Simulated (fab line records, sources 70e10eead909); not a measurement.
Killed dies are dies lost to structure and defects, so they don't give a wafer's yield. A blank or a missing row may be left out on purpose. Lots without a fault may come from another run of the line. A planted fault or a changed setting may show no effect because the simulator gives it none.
Which tool did it? | flow nand_harc | 22 lots, 66 wafers sampled, at 6 steps of a route of 1302

WHAT THE GAUGES READ, wafer by wafer
The record holds no reading of a measuring or inspecting step that can be judged against a usual standard deviation.

WHICH TOOL RAN EACH LOT (tool, then ch and the chambers of the sampled wafers, then the start)
lot  | NHARC_A_STAIRCASE_ETCH_292         | NHARC_A_STAIRCASE_ETCHBACK_416                | NHARC_A_STAIRCASE_CMP_450     | NHARC_A_STAIRCASE_CMP_152     | NHARC_A_SGD_CUT_ETCH_16        | NHARC_A_SGD_CUT_STRIP_17
L074 | rie_diel-01 ch 0,1, day 16 18:59   | rie_diel-13 ch 0,1,3, day 19 14:50 or earlier | cmp-02 ch 0,3, day 19 14:50   | cmp-02 ch 0,3, day 19 14:55   | rie_diel-08 ch 0,1,2, no start | rie_diel-08 ch 0,1,3, no start
L075 | rie_diel-13 ch 2,3, day 17 08:34   | rie_diel-01 ch 1,2, day 19 15:07 or earlier   | cmp-01 ch 0,2, day 19 15:07   | cmp-01 ch 0,2, day 19 15:11   | rie_diel-11 ch 0,1,2, no start | rie_diel-11 ch 1,2,3, no start
L076 | rie_diel-06 ch 0,1,3, day 17 10:33 | rie_diel-06 ch 1,3, day 19 14:44 or earlier   | cmp-04 ch 0,1,3, day 19 14:44 | cmp-04 ch 0,1,3, day 19 14:48 | rie_diel-10 ch 1,2,3, no start | rie_diel-10 ch 0,1,3, no start
L077 | rie_diel-13 ch 0,1,2, day 17 21:15 | rie_diel-13 ch 1,2,3, day 20 01:05 or earlier | cmp-02 ch 1,2,3, day 20 01:05 | cmp-02 ch 1,2,3, day 20 01:09 | rie_diel-10 ch 0,3, no start   | rie_diel-10 ch 0,1, no start
L078 | rie_diel-01 ch 1,2,3, day 18 05:41 | rie_diel-01 ch 0,1,3, day 20 14:53 or earlier | cmp-01 ch 1,2,3, day 20 14:53 | cmp-01 ch 1,2,3, day 20 14:57 | rie_diel-11 ch 0,1,3, no start | rie_diel-11 ch 0,1,3, no start
L080 | rie_diel-13 ch 0,1,2, day 18 23:39 | rie_diel-13 ch 0,1, day 21 07:02 or earlier   | cmp-01 ch 0,1,2, day 21 07:02 | cmp-01 ch 0,1,2, day 21 07:07 | rie_diel-08 ch 0,2, no start   | rie_diel-08 ch 0,1, no start
L079 | rie_diel-13 ch 0,1,3, day 19 00:04 | rie_diel-06 ch 0,1,2, day 21 06:43 or earlier | cmp-04 ch 0,2,3, day 21 06:43 | cmp-04 ch 0,2,3, day 21 06:47 | rie_diel-10 ch 0,1,3, no start | rie_diel-10 ch 1,2,3, no start
L081 | rie_diel-13 ch 0,1,3, day 19 23:39 | rie_diel-01 ch 0,1,3, day 22 06:12 or earlier | cmp-02 ch 0,2,3, day 22 06:12 | cmp-02 ch 0,2,3, day 22 06:17 | rie_diel-08 ch 0,2,3, no start | rie_diel-08 ch 2,3, no start
L083 | rie_diel-13 ch 2,3, day 20 17:16   | rie_diel-01 ch 2,3, day 23 02:35 or earlier   | cmp-01 ch 0,2,3, day 23 02:35 | cmp-01 ch 0,2,3, day 23 02:39 | rie_diel-11 ch 0,2,3, no start | rie_diel-11 ch 0,2,3, no start
L082 | rie_diel-13 ch 2,3, day 20 21:20   | rie_diel-01 ch 0,2, day 23 02:50 or earlier   | cmp-04 ch 0,3, day 23 02:50   | cmp-04 ch 0,3, day 23 02:55   | rie_diel-08 ch 0,3, no start   | rie_diel-08 ch 0,1, no start
L084 | rie_diel-13 ch 0,3, day 21 08:14   | rie_diel-13 ch 1,2, day 23 16:24 or earlier   | cmp-02 ch 2,3, day 23 16:24   | cmp-02 ch 2,3, day 23 16:29   | rie_diel-11 ch 2,3, no start   | rie_diel-11 ch 0,3, no start
L086 | rie_diel-01 ch 0,2, day 21 11:56   | rie_diel-13 ch 0,2,3, day 23 16:27 or earlier | cmp-01 ch 2,3, day 23 16:27   | cmp-01 ch 2,3, day 23 16:32   | rie_diel-10 ch 0,1, no start   | rie_diel-10 ch 1,2,3, no start
L085 | rie_diel-06 ch 0,1, day 21 16:07   | rie_diel-13 ch 0,3, day 23 22:32 or earlier   | cmp-02 ch 0,2,3, day 23 22:32 | cmp-02 ch 0,2,3, day 23 22:37 | rie_diel-10 ch 1,2, no start   | rie_diel-10 ch 0,3, no start
L087 | rie_diel-06 ch 0,1, day 21 19:12   | rie_diel-01 ch 0,2,3, day 23 22:23 or earlier | cmp-04 ch 0,1,3, day 23 22:23 | cmp-04 ch 0,1,3, day 23 22:28 | rie_diel-11 ch 0,2,3, no start | rie_diel-11 ch 1,2,3, no start
L089 | rie_diel-01 ch 1,2, day 22 19:07   | rie_diel-13 ch 0,1, day 25 02:16 or earlier   | cmp-04 ch 2,3, day 25 02:16   | cmp-04 ch 2,3, day 25 02:20   | rie_diel-10 ch 0,2,3, no start | rie_diel-10 ch 0,2, no start
L091 | rie_diel-06 ch 1,2,3, day 24 03:05 | rie_diel-01 ch 0,2,3, day 26 13:37 or earlier | cmp-01 ch 0,1,3, day 26 13:37 | cmp-01 ch 0,1,3, day 26 13:41 | rie_diel-10 ch 1,3, no start   | rie_diel-10 ch 0,1, no start
L093 | rie_diel-01 ch 0,1, day 24 03:30   | rie_diel-13 ch 0,1,3, day 26 16:34 or earlier | cmp-04 ch 1,2, day 26 16:34   | cmp-04 ch 1,2, day 26 16:39   | rie_diel-11 ch 0,1,3, no start | rie_diel-11 ch 2,3, no start
L092 | rie_diel-13 ch 0,2, day 24 04:46   | rie_diel-06 ch 0,1,2, day 26 13:56 or earlier | cmp-04 ch 2,3, day 26 13:56   | cmp-04 ch 2,3, day 26 14:00   | rie_diel-08 ch 0,3, no start   | rie_diel-08 ch 2,3, no start
L094 | rie_diel-06 ch 0,1,2, day 24 22:29 | rie_diel-06 ch 0,1,3, day 27 00:54 or earlier | cmp-01 ch 0,1, day 27 00:54   | cmp-01 ch 0,1, day 27 00:59   | rie_diel-11 ch 1,2, no start   | rie_diel-11 ch 0,1, no start
L096 | rie_diel-06 ch 1,2,3, day 25 16:22 | rie_diel-06 ch 1,2,3, day 27 20:54 or earlier | cmp-01 ch 1,2,3, day 27 20:54 | cmp-01 ch 1,2,3, day 27 20:58 | rie_diel-10 ch 1,2,3, no start | rie_diel-10 ch 0,2,3, no start
L095 | rie_diel-13 ch 0,1,2, day 25 18:13 | rie_diel-13 ch 0,2,3, day 27 20:38 or earlier | cmp-02 ch 1,2,3, day 27 20:38 | cmp-02 ch 1,2,3, day 27 20:43 | rie_diel-08 ch 2,3, no start   | rie_diel-08 ch 0,1,3, no start
L097 | rie_diel-13 ch 0,1,3, day 26 02:57 | rie_diel-13 ch 0,3, day 28 11:11 or earlier   | cmp-01 ch 0,2,3, day 28 11:11 | cmp-01 ch 0,2,3, day 28 11:16 | rie_diel-08 ch 0,3, no start   | rie_diel-08 ch 2,3, no start
- NHARC_A_STAIRCASE_ETCH_292: etches the open film in CF4/CHF3.
- NHARC_A_STAIRCASE_ETCHBACK_416: etches the open film in C4F8/O2/Ar, target depth 36 nm, time 7.2 s.
- NHARC_A_STAIRCASE_CMP_450: polishes SiO2, target thk 200 nm.
- NHARC_A_STAIRCASE_CMP_152: polishes.
- NHARC_A_SGD_CUT_ETCH_16: etches the open film in C4F8/O2/Ar, target depth 310.5 nm, time 155.2 s.
- NHARC_A_SGD_CUT_STRIP_17: strips in O2.

WHAT THE TOOLS THEMSELVES READ (means of the sampled wafers that have a number; where no wafer has one, the mark that the record gives instead)
NHARC_A_STAIRCASE_ETCH_292. Usual: chamber_pressure_mTorr 25.003 mTorr, standard deviation 0.026; drypump_motor_current_A 5.7 A, standard deviation 0.33; oes_product_au 0.937 a.u., standard deviation 0.022; rf_vpp_V 371.4 V, standard deviation 1.9; showerhead_plenum_p_Torr 1.60 Torr, standard deviation 0.054; throttle_valve_pct 16.803 %, standard deviation 0.0095.
lot  | tool        | chamber_pressure_mTorr (mTorr) | drypump_motor_current_A (A) | oes_product_au (a.u.) | rf_vpp_V (V) | showerhead_plenum_p_Torr (Torr) | throttle_valve_pct (%) | flag
L074 | rie_diel-01 | 25.019                         | 5.6                         | 0.925                 | 373.1        | 1.66                            | 16.809                 |
L075 | rie_diel-13 | 25.033                         | 5.6                         | 0.929                 | 370.8        | 1.59                            | 16.803                 |
L076 | rie_diel-06 | 24.998                         | 5.4                         | 0.926                 | 369.2        | 1.52                            | 16.802                 |
L077 | rie_diel-13 | 25.009                         | 5.5                         | 0.927                 | 372.6        | 1.62                            | 16.799                 |
L078 | rie_diel-01 | 24.998                         | 5.9                         | 0.963                 | 372.1        | 1.61                            | 16.811                 |
L080 | rie_diel-13 | 25.003                         | 5.6                         | 0.928                 | 371.7        | 1.62                            | 16.809                 |
L079 | rie_diel-13 | 25.015                         | 5.7                         | 0.931                 | 371.9        | 1.62                            | 16.810                 |
L081 | rie_diel-13 | 25.011                         | 5.7                         | 0.928                 | 372.3        | 1.62                            | 16.796                 |
L083 | rie_diel-13 | 25.006                         | 5.6                         | 0.989                 | 370.5        | 1.58                            | 16.803                 |
L082 | rie_diel-13 | 25.015                         | 5.6                         | 0.934                 | 371.2        | 1.58                            | 16.804                 |
L084 | rie_diel-13 | 24.985                         | 5.7                         | 0.934                 | 370.4        | 1.59                            | 16.801                 |
L086 | rie_diel-01 | 25.005                         | 5.4                         | 0.921                 | 371.9        | 1.64                            | 16.804                 |
L085 | rie_diel-06 | 24.998                         | 5.4                         | 0.982                 | 370.8        | 1.57                            | 16.796                 |
L087 | rie_diel-06 | 24.990                         | 5.4                         | 0.978                 | 370.3        | 1.57                            | 16.793                 |
L089 | rie_diel-01 | 24.976                         | 5.8                         | 0.922                 | 370.4        | 1.57                            | 16.804                 |
L091 | rie_diel-06 | 25.008                         | 5.7                         | 0.916                 | 372.5        | 1.61                            | 16.806                 |
L093 | rie_diel-01 | 24.988                         | 5.8                         | 0.964                 | 371.9        | 1.61                            | 16.804                 |
L092 | rie_diel-13 | 24.967                         | 5.4                         | 0.925                 | 371.5        | 1.58                            | 16.810                 |
L094 | rie_diel-06 | 25.012                         | 5.7                         | 0.934                 | 371.7        | 1.59                            | 16.797                 |
L096 | rie_diel-06 | 25.015                         | 5.7                         | 0.922                 | 371.1        | 1.60                            | 16.806                 |
L095 | rie_diel-13 | 25.003                         | 5.6                         | 0.966                 | 371.3        | 1.60                            | 16.797                 |
L097 | rie_diel-13 | 24.997                         | 5.7                         | 0.931                 | 372.0        | 1.60                            | 16.796                 |

NHARC_A_STAIRCASE_ETCHBACK_416. Usual: chamber_pressure_mTorr 24.997 mTorr, standard deviation 0.023; oes_product_au 0.938 a.u., standard deviation 0.03; rf_vpp_V 725 V, standard deviation 3.6.
lot  | tool        | chamber_pressure_mTorr (mTorr) | oes_product_au (a.u.) | rf_vpp_V (V) | flag
L074 | rie_diel-13 | 25.002                         | 0.927                 | 727          |
L075 | rie_diel-01 | 24.961                         | 0.914                 | 724          |
L076 | rie_diel-06 | 25.000                         | 0.925                 | 717          |
L077 | rie_diel-13 | 25.003                         | 0.927                 | 726          |
L078 | rie_diel-01 | 24.972                         | 0.919                 | 727          |
L080 | rie_diel-13 | 24.967                         | 0.918                 | 729          |
L079 | rie_diel-06 | 25.000                         | 0.918                 | 718          |
L081 | rie_diel-01 | 24.993                         | 0.916                 | 727          |
L083 | rie_diel-01 | 24.994                         | 0.919                 | 726          |
L082 | rie_diel-01 | 24.989                         | 0.926                 | 727          |
L084 | rie_diel-13 | 25.009                         | 0.928                 | 727          |
L086 | rie_diel-13 | 25.008                         | 0.933                 | 723          |
L085 | rie_diel-13 | 24.999                         | 0.936                 | 725          |
L087 | rie_diel-01 | 25.006                         | 0.917                 | 727          |
L089 | rie_diel-13 | 24.990                         | 0.993                 | 725          |
L091 | rie_diel-01 | 24.987                         | 0.995                 | 727          |
L093 | rie_diel-13 | 24.994                         | 0.925                 | 725          |
L092 | rie_diel-06 | 25.019                         | 0.924                 | 724          |
L094 | rie_diel-06 | 25.016                         | 0.932                 | 723          |
L096 | rie_diel-06 | 25.005                         | 0.926                 | 726          |
L095 | rie_diel-13 | 24.990                         | 0.932                 | 723          |
L097 | rie_diel-13 | 24.981                         | 0.927                 | 724          |

NHARC_A_STAIRCASE_CMP_450. Usual: edge_zone_pressure_frac 1.000, standard deviation 0.0049; motor_current_A 12.0 A, standard deviation 1.1; slurry_filter_dp_kPa 13.51 kPa, standard deviation 0.14; slurry_flow_ml_min 150.0, standard deviation 0.46.
lot  | tool   | edge_zone_pressure_frac | motor_current_A (A) | slurry_filter_dp_kPa (kPa) | slurry_flow_ml_min | flag
L074 | cmp-02 | 0.996                   | 11.2                | 13.62                      | 149.9              |
L075 | cmp-01 | 1.001                   | 12.2                | 13.59                      | 150.1              |
L076 | cmp-04 | 1.002                   | 12.5                | 13.39                      | 149.3              |
L077 | cmp-02 | 1.003                   | 11.9                | 13.53                      | 150.3              |
L078 | cmp-01 | 0.997                   | 11.5                | 13.55                      | 149.9              |
L080 | cmp-01 | 0.996                   | 11.3                | 13.51                      | 150.2              |
L079 | cmp-04 | 0.996                   | 13.1                | 13.51                      | 150.0              |
L081 | cmp-02 | 0.999                   | 11.4                | 13.49                      | 150.1              |
L083 | cmp-01 | 1.004                   | 11.5                | 13.61                      | 150.4              |
L082 | cmp-04 | 0.999                   | 12.9                | 13.43                      | 150.0              |
L084 | cmp-02 | 0.998                   | 12.0                | 13.47                      | 150.1              |
L086 | cmp-01 | 1.006                   | 11.7                | 13.49                      | 150.0              |
L085 | cmp-02 | 1.002                   | 11.5                | 13.60                      | 150.1              |
L087 | cmp-04 | 0.998                   | 12.3                | 13.54                      | 150.0              |
L089 | cmp-04 | 1.001                   | 13.7                | 13.49                      | 150.2              |
L091 | cmp-01 | 0.998                   | 11.3                | 13.49                      | 149.9              |
L093 | cmp-04 | 0.999                   | 13.8                | 13.40                      | 149.9              |
L092 | cmp-04 | 1.005                   | 14.0                | 13.46                      | 149.7              |
L094 | cmp-01 | 1.000                   | 10.9                | 13.55                      | 149.9              |
L096 | cmp-01 | 1.004                   | 11.5                | 13.51                      | 149.8              |
L095 | cmp-02 | 0.998                   | 11.3                | 13.69                      | 150.3              |
L097 | cmp-01 | 1.006                   | 11.6                | 13.58                      | 150.0              |

NHARC_A_STAIRCASE_CMP_152. Usual: edge_zone_pressure_frac 1.000, standard deviation 0.0049; motor_current_A 11.9 A, standard deviation 1.1; slurry_filter_dp_kPa 13.48 kPa, standard deviation 0.14; slurry_flow_ml_min 150.0, standard deviation 0.43.
lot  | tool   | edge_zone_pressure_frac | motor_current_A (A) | slurry_filter_dp_kPa (kPa) | slurry_flow_ml_min | flag
L074 | cmp-02 | 1.000                   | 11.0                | 13.55                      | 150.0              |
L075 | cmp-01 | 1.000                   | 12.4                | 13.42                      | 150.0              |
L076 | cmp-04 | 0.996                   | 12.5                | 13.55                      | 149.5              |
L077 | cmp-02 | 1.001                   | 11.6                | 13.44                      | 149.8              |
L078 | cmp-01 | 1.000                   | 12.0                | 13.51                      | 149.5              |
L080 | cmp-01 | 0.997                   | 11.9                | 13.40                      | 150.0              |
L079 | cmp-04 | 1.002                   | 13.0                | 13.29                      | 149.9              |
L081 | cmp-02 | 1.001                   | 11.5                | 13.46                      | 149.7              |
L083 | cmp-01 | 1.003                   | 11.9                | 13.35                      | 149.8              |
L082 | cmp-04 | 1.005                   | 12.7                | 13.45                      | 150.0              |
L084 | cmp-02 | 1.000                   | 11.3                | 13.53                      | 149.9              |
L086 | cmp-01 | 1.001                   | 11.7                | 13.48                      | 149.9              |
L085 | cmp-02 | 1.001                   | 11.6                | 13.55                      | 150.2              |
L087 | cmp-04 | 1.000                   | 12.4                | 13.60                      | 149.9              |
L089 | cmp-04 | 1.000                   | 13.8                | 13.37                      | 150.2              |
L091 | cmp-01 | 0.999                   | 11.0                | 13.45                      | 150.0              |
L093 | cmp-04 | 0.998                   | 13.7                | 13.49                      | 150.2              |
L092 | cmp-04 | 1.004                   | 14.2                | 13.48                      | 149.5              |
L094 | cmp-01 | 0.998                   | 10.8                | 13.50                      | 150.6              |
L096 | cmp-01 | 1.002                   | 11.3                | 13.51                      | 150.5              |
L095 | cmp-02 | 0.996                   | 11.7                | 13.49                      | 149.8              |
L097 | cmp-01 | 1.002                   | 11.6                | 13.51                      | 150.2              |

NHARC_A_SGD_CUT_ETCH_16. Usual: chamber_pressure_mTorr 24.999 mTorr, standard deviation 0.024; oes_product_au 0.971 a.u., standard deviation 0.015; rf_vpp_V 724 V, standard deviation 4.5.
lot  | tool        | chamber_pressure_mTorr (mTorr) | oes_product_au (a.u.) | rf_vpp_V (V) | flag
L074 | rie_diel-08 | 25.017                         | 0.941                 | 724          |
L075 | rie_diel-11 | 25.021                         | 0.974                 | 725          |
L076 | rie_diel-10 | 24.999                         | 0.963                 | 726          |
L077 | rie_diel-10 | 24.991                         | 0.968                 | 725          |
L078 | rie_diel-11 | 25.006                         | 0.969                 | 725          |
L080 | rie_diel-08 | 24.989                         | 0.981                 | 719          |
L079 | rie_diel-10 | 24.999                         | 0.970                 | 724          |
L081 | rie_diel-08 | 24.983                         | 0.973                 | 723          |
L083 | rie_diel-11 | 25.014                         | 0.976                 | 724          |
L082 | rie_diel-08 | 24.994                         | 0.981                 | 720          |
L084 | rie_diel-11 | 25.012                         | 0.972                 | 727          |
L086 | rie_diel-10 | 25.010                         | 0.972                 | 723          |
L085 | rie_diel-10 | 24.994                         | 0.948                 | 724          |
L087 | rie_diel-11 | 24.996                         | 0.984                 | 723          |
L089 | rie_diel-10 | 24.996                         | 0.963                 | 724          |
L091 | rie_diel-10 | 24.974                         | 0.978                 | 725          |
L093 | rie_diel-11 | 25.001                         | 0.973                 | 725          |
L092 | rie_diel-08 | 24.999                         | 0.987                 | 721          |
L094 | rie_diel-11 | 24.990                         | 0.976                 | 728          |
L096 | rie_diel-10 | 25.003                         | 0.966                 | 724          |
L095 | rie_diel-08 | 25.000                         | 0.977                 | 725          |
L097 | rie_diel-08 | 24.997                         | 0.988                 | 720          |

NHARC_A_SGD_CUT_STRIP_17. Usual: chamber_pressure_mTorr 60.00 mTorr, standard deviation 0.056; drypump_motor_current_A 5.4 A, standard deviation 0.55; oes_product_au 0.997 a.u., standard deviation 0.012; rf_vpp_V 57.9 V, standard deviation 0.9; showerhead_plenum_p_Torr 3.57 Torr, standard deviation 0.15; throttle_valve_pct 17.034 %, standard deviation 0.0093.
lot  | tool        | chamber_pressure_mTorr (mTorr) | drypump_motor_current_A (A) | oes_product_au (a.u.) | rf_vpp_V (V) | showerhead_plenum_p_Torr (Torr) | throttle_valve_pct (%) | flag
L074 | rie_diel-08 | 60.05                          | 5.2                         | 0.999                 | 59.1         | 3.58                            | 17.033                 |
L075 | rie_diel-11 | 60.04                          | 5.8                         | 0.997                 | 58.1         | 3.70                            | 17.030                 |
L076 | rie_diel-10 | 60.02                          | 5.6                         | 0.986                 | 57.3         | 3.58                            | 17.043                 |
L077 | rie_diel-10 | 59.97                          | 6.1                         | 0.995                 | 57.8         | 3.56                            | 17.040                 |
L078 | rie_diel-11 | 60.01                          | 5.5                         | 1.016                 | 58.0         | 3.57                            | 17.028                 |
L080 | rie_diel-08 | 60.00                          | 4.9                         | 0.993                 | 58.2         | 3.63                            | 17.037                 |
L079 | rie_diel-10 | 60.00                          | 5.6                         | 0.990                 | 57.2         | 3.58                            | 17.039                 |
L081 | rie_diel-08 | 59.97                          | 5.5                         | 0.997                 | 56.8         | 3.62                            | 17.039                 |
L083 | rie_diel-11 | 60.01                          | 6.0                         | 0.988                 | 57.8         | 3.54                            | 17.037                 |
L082 | rie_diel-08 | 59.99                          | 4.8                         | 0.996                 | 57.4         | 3.47                            | 17.036                 |
L084 | rie_diel-11 | 59.99                          | 5.7                         | 1.012                 | 57.4         | 3.41                            | 17.025                 |
L086 | rie_diel-10 | 60.02                          | 5.6                         | 0.990                 | 57.5         | 3.58                            | 17.039                 |
L085 | rie_diel-10 | 59.94                          | 5.0                         | 0.989                 | 58.4         | 3.59                            | 17.036                 |
L087 | rie_diel-11 | 60.03                          | 5.8                         | 1.004                 | 57.8         | 3.70                            | 17.036                 |
L089 | rie_diel-10 | 59.98                          | 5.5                         | 0.994                 | 58.0         | 3.51                            | 17.037                 |
L091 | rie_diel-10 | 59.96                          | 5.8                         | 0.983                 | 57.3         | 3.53                            | 17.034                 |
L093 | rie_diel-11 | 59.99                          | 6.2                         | 0.994                 | 58.5         | 3.67                            | 17.030                 |
L092 | rie_diel-08 | 60.01                          | 5.5                         | 1.004                 | 58.5         | 3.62                            | 17.036                 |
L094 | rie_diel-11 | 60.01                          | 5.1                         | 0.994                 | 57.4         | 3.60                            | 17.046                 |
L096 | rie_diel-10 | 59.97                          | 5.3                         | 1.000                 | 58.3         | 3.55                            | 17.032                 |
L095 | rie_diel-08 | 60.00                          | 5.1                         | 1.010                 | 57.1         | 3.57                            | 17.030                 |
L097 | rie_diel-08 | 60.02                          | 5.5                         | 0.998                 | 58.9         | 3.62                            | 17.031                 |

THE ANSWER, worked out from the rows above alone
Rule: a lot is off if the mean of its wafers that have a number lies more than 3 standard deviations from the usual mean. A lot without any number at a reading at which 4 lots or more have one is off too. The other lots that the step has rows for count as sound. The gauges are gone through in route order, then the tools' own readings, and for those a lot's mean is taken as printed above. The first step at which some lot is off is used, and at that step the reading that is off furthest; a lot without a number counts as furthest.
No lot is off at any reading shown: from this, nothing can be told.

WHAT THE SIMULATOR HAD PUT IN
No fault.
